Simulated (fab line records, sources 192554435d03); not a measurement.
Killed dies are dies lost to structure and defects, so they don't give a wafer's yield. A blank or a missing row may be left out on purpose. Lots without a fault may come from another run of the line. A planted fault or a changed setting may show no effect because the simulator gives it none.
Chamber matching | flow n5_finfet | N5_HKMG_FIN_ETCH_35 on rie_diel-06: 4 sister chambers
The step etches SOC in N2/H2, target depth 215.8 nm, time 243.4 s. 14 wafers are shown with their chamber, then 7 later ones without.

WAFERS WITH THEIR CHAMBER
wafer  | chamber | showerhead_plenum_p_Torr (Torr) | throttle_valve_pct (%) | rf_vpp_V (V)
L330.4 | 2       | 2.50                            | 18.0                   | 140.4
L330.5 | 0       | 2.43                            | 18.3                   | 139.8
L330.6 | 1       | 2.39                            | 17.6                   | 139.8
L331.2 | 1       | 2.39                            | 17.6                   | 140.9
L331.3 | 0       | 2.43                            | 18.3                   | 141.3
L331.4 | 0       | 2.43                            | 18.3                   | 140.0
L340.2 | 1       | 2.38                            | 17.6                   | 140.1
L340.5 | 1       | 2.38                            | 17.6                   | 141.0
L340.6 | 0       | 2.43                            | 18.3                   | 141.2
L341.1 | 1       | 2.38                            | 17.6                   | 138.9
L341.3 | 3       | 2.66                            | 18.1                   | 141.5
L341.5 | 2       | 2.49                            | 17.7                   | 141.1
L342.1 | 0       | 2.42                            | 18.3                   | 140.3
L342.5 | 0       | 2.42                            | 18.3                   | 139.7

SIGNATURES (means of the wafers above)
reading                  | chamber 0 | chamber 1 | chamber 2 | chamber 3 | scatter within a chamber
showerhead_plenum_p_Torr | 2.4267    | 2.3840    | 2.4950    | 2.6600    | 0.00551
throttle_valve_pct       | 18.300    | 17.600    | 17.850    | 18.100    | 0.0671
rf_vpp_V                 | 140.383   | 140.140   | 140.750   | 141.500   | 0.754
Rule: a wafer's distance from a chamber is the root of the sum, over the readings, of the square of ((its reading less the chamber's mean) divided by the reading's scatter). The wafer belongs to the nearest chamber; if the next one is less than 2 further off, it can't be placed. The scatter: the root of (the sum of the squares of (reading less its chamber's mean) over the shown wafers, divided by (wafers less chambers)).

WAFERS WITHOUT THEIR CHAMBER
wafer  | showerhead_plenum_p_Torr (Torr) | throttle_valve_pct (%) | rf_vpp_V (V)
L342.6 | 2.66                            | 18.2                   | 141.8
L351.2 | 2.42                            | 18.4                   | 142.0
L351.4 | 2.48                            | 17.7                   | 141.9
L351.6 | 2.41                            | 18.4                   | 141.0
L352.3 | 2.41                            | 18.4                   | 139.9
L352.5 | 2.65                            | 18.2                   | 142.8
L352.6 | 2.41                            | 18.4                   | 141.0

WHICH CHAMBER EACH WENT THROUGH
wafer  | from the rows above | in truth
L342.6 | 3                   | 3
L351.2 | 0                   | 0
L351.4 | 2                   | 2
L351.6 | 0                   | 0
L352.3 | 0                   | 0
L352.5 | 3                   | 3
L352.6 | 0                   | 0
Placed correctly: 7 of 7. Can't be placed from these rows: 0. Placed wrongly: 0.
